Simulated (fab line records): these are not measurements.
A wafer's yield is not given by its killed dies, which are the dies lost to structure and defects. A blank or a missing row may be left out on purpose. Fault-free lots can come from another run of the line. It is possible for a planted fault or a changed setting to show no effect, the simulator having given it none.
Split-lot experiment	flow n5Finfet	7 lots, 21 wafers read, on a route of 1938 steps

== THE SPLIT ==
At N5_SD_EPI_P_EPI_21 (deposits SiGe:B, time 355 s), the setting tempC was moved away from the recipe's 550 C on 8 of the 21 wafers read, by -0.7% to -0.5%. All remaining wafers had this setting at the recipe value.

== FROM THE SPLIT TO THE READING: what the file shows between them, 6 steps ==
- N5_SD_EPI_P_EPI_MEAS_23
- N5_SD_EPI_P_HM_STRIP_48: strips SiNx in H3PO4, material SiNx, target depth 3 nm
- N5_SD_EPI_P_SRD_49: time 30 s
- N5_SD_EPI_P_PRECLEAN_24: cleans in O3/DIW, time 45 s
- N5_SD_ACTIVATION_RTA_00: time 0 s
- N5_SD_ACTIVATION_LSA_01: time 0.0008 s

== THE READING ==
At N5_SD_ACTIVATION_RS_MEAS_03, a four-point-probe measurement gives RS_SD_P in ohm/sq. Fault-free wafers of this fab line usually give 56.2 ohm/sq, standard deviation 0.78 ohm/sq.

wafer	tool, chamber at the split	tempC as run, C	against the recipe	RS_SD_P, ohm/sq	against lot-mates on the recipe
L076.2	epiRpcvd-03, 0	550	recipe	56.2	-
L076.3	epiRpcvd-03, 0	550	recipe	57.1	-
L076.6	epiRpcvd-03, 0	550	recipe	56.3	-
L077.1	epiRpcvd-04, 0	547.5	-0.5%	58.7	+3.4
L077.3	epiRpcvd-04, 0	550	recipe	55.3	-
L077.5	epiRpcvd-04, 0	547.5	-0.5%	59.0	+3.7
L089.1	epiRpcvd-02, 0	546.3	-0.7%	61.7	+5.6
L089.4	epiRpcvd-02, 0	550	recipe	56.1	-
L089.5	epiRpcvd-02, 0	546.3	-0.7%	61.7	+5.6
L090.2	epiRpcvd-04, 0	547.5	-0.5%	60.1	+3.7
L090.3	epiRpcvd-04, 0	547.5	-0.5%	59.4	+3.0
L090.6	epiRpcvd-04, 0	550	recipe	56.4	-
L094.1	epiRpcvd-02, 0	550	recipe	57.6	-
L094.2	epiRpcvd-02, 0	550	recipe	57.3	-
L094.3	epiRpcvd-02, 0	550	recipe	56.8	-
L095.1	epiRpcvd-03, 0	550	recipe	55.1	-
L095.2	epiRpcvd-03, 0	550	recipe	55.4	-
L095.5	epiRpcvd-03, 0	547.3	-0.5%	58.7	+3.5
L097.4	epiRpcvd-02, 0	546	-0.7%	61.9	+6.4
L097.5	epiRpcvd-02, 0	550	recipe	54.9	-
L097.6	epiRpcvd-02, 0	550	recipe	56.2	-

THE FIT
A straight line over all 21 wafers: RS_SD_P changes by -7.43 ohm/sq for each +1% of tempC; r = -0.94; the points scatter about the line by 0.8 ohm/sq.
The same after taking each lot's own level away (the mean of its wafers on the recipe; 21 wafers): -8.1 ohm/sq for each +1%; r = -0.99; scatter 0.38 ohm/sq.
Per that fit: largest tempC move, reading shift of 5.9 ohm/sq.
From 55.25 to 57.23 ohm/sq: that is the span of the lots' own levels, equal to 2.5 times the standard deviation above.
Consequently the slope shifts little with the lot-to-lot level, the two slopes agreeing.
Check: +5.72 ohm/sq against its lot-mates is what the line predicts for one of the wafers moved furthest among these (-0.7%) when that wafer is left out of the fit. It came out at +6.35 ohm/sq against them.

== THE WHOLE CHAIN: every reading that the file lists as answering this split, in the file's order ==
step	what it does	reading	change (the file's fit)	r (the file's)
N5_SD_EPI_P_EPI_21	deposits SiGe:B, time 355 s	SiGe-B_of_SD_EPI_P_EPI_21.thkNm (the simulator's own value, which no gauge read)	+7.21 nm for each +1% of the setting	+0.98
N5_SD_EPI_P_EPI_MEAS_23		thkNm	withheld for each +1% of the setting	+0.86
N5_SD_EPI_P_HM_STRIP_48	strips SiNx in H3PO4, material SiNx, target depth 3 nm	SiGe-B_of_SD_EPI_P_EPI_21.thkNm (the simulator's own value, which no gauge read)	+7.09 nm for each +1% of the setting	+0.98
N5_SD_ACTIVATION_RS_MEAS_03	measures by four-point-probe	RS_SD_P	-8.08 for each +1% of the setting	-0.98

== THE FILE'S OWN FIT ==
RS_SD_P changes by -8.08 ohm/sq for each +1% of tempC, r = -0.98.
